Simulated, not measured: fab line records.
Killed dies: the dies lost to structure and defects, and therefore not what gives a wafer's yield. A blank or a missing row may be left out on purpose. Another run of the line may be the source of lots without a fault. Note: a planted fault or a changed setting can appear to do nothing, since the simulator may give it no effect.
Chamber matching	flow nand-harc	rie-diel-08 running NHARC_A_STAIRCASE_ETCH_236: 4 sister chambers
The step etches the open film in C4F8/O2, target depth 100 nm, time 40.5 s. 14 wafers are shown with their chamber, then 6 later ones without.

WAFERS PAIRED WITH THEIR CHAMBERS
wafer	chamber	rf-vpp-V (V)	oes-product-au (a.u.)
L773.3	1	893	0.954
L773.4	3	892	0.943
L773.5	3	892	0.937
L776.2	3	891	0.917
L776.4	1	894	0.963
L776.6	2	902	0.935
L775.3	0	902	0.933
L775.5	2	901	0.964
L775.6	3	889	0.943
L777.4	1	893	0.969
L777.5	1	893	0.972
L777.6	0	904	0.948
L784.1	3	890	0.948
L784.2	2	901	0.961

SIGNATURES (averages over the wafers above)
reading	chamber 0	chamber 1	chamber 2	chamber 3	scatter within a chamber
rf-vpp-V	903.00	893.25	901.33	890.80	1.01
oes-product-au	0.94050	0.96450	0.95333	0.93760	0.0118
Rule: a wafer lies at a distance from a chamber equal to the root of the sum of squares, over the readings, of (its reading less the chamber's mean, divided by the reading's scatter). If the next closest chamber is less than 2 further off than the closest, the wafer can't be placed; otherwise it belongs to the closest. The scatter is the square root of a quotient: the sum, over the shown wafers, of each reading's squared deviation from its chamber's mean, divided by wafers minus chambers.

WAFERS WHOSE CHAMBER IS MISSING
wafer	rf-vpp-V (V)	oes-product-au (a.u.)
L793.1	900	0.949
L793.2	891	0.960
L793.6	893	0.962
L794.3	901	0.942
L794.4	901	0.965
L794.5	902	0.947

WHICH CHAMBER EACH ONE RAN IN
wafer	from the rows above	in truth
L793.1	can't be placed: 2 or 0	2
L793.2	can't be placed: 3 or 1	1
L793.6	1	1
L794.3	can't be placed: 2 or 0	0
L794.4	can't be placed: 2 or 0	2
L794.5	can't be placed: 2 or 0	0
Correct placement for 1 of the 6. Not placeable from these rows: 5 (in 5, the candidates include the true chamber). Wrongly placed: 0.
